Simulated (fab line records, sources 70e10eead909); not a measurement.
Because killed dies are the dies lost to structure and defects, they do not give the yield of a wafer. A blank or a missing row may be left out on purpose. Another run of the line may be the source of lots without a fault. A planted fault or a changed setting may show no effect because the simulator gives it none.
Chamber matching | flow nand harc | NHARC_HYBRID_BOND_ACTIVATE_00 on rie diel-09: 4 sister chambers
The step chemistry N2, time 60 s. 4 wafers are shown with their chamber, then 9 later ones without.

EACH WAFER AND ITS CHAMBER
wafer  | chamber | drypump motor current A (A)
L311.6 | 1       | 5.1
L316.3 | 0       | 5.7
L316.4 | 3       | 6.5
L316.5 | 2       | 5.1

WAFERS MISSING THEIR CHAMBER
wafer  | drypump motor current A (A)
L321.1 | 6.5
L321.3 | 5.0
L321.5 | 6.5
L322.2 | 6.5
L322.4 | 5.7
L322.6 | 5.1
L320.2 | 5.0
L320.4 | 5.7
L320.5 | 5.1

WHICH CHAMBER EACH ONE RAN IN
wafer  | from the rows above     | in truth
L321.1 | 3                       | 3
L321.3 | can't be placed: 1 or 2 | 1
L321.5 | 3                       | 3
L322.2 | 3                       | 3
L322.4 | 0                       | 0
L322.6 | can't be placed: 1 or 2 | 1
L320.2 | can't be placed: 1 or 2 | 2
L320.4 | 0                       | 0
L320.5 | can't be placed: 1 or 2 | 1
Correctly placed: 5 of 9. Can't be placed from these rows: 4 (the true chamber is among the candidates in 4). Number placed wrongly: 0.
How it was worked out, from the rows above alone: a wafer's distance from a chamber is the root of the sum, over the readings, of the square of ((its reading less the chamber's mean) divided by the reading's scatter). If the next closest chamber is less than 2 further off than the closest, the wafer can't be placed; otherwise it belongs to the closest. A chamber's mean is the mean of its shown wafers. The scatter (one wafer shown for each chamber): square how far every hidden wafer sits from the nearest shown wafer, average those squares and take the square root.
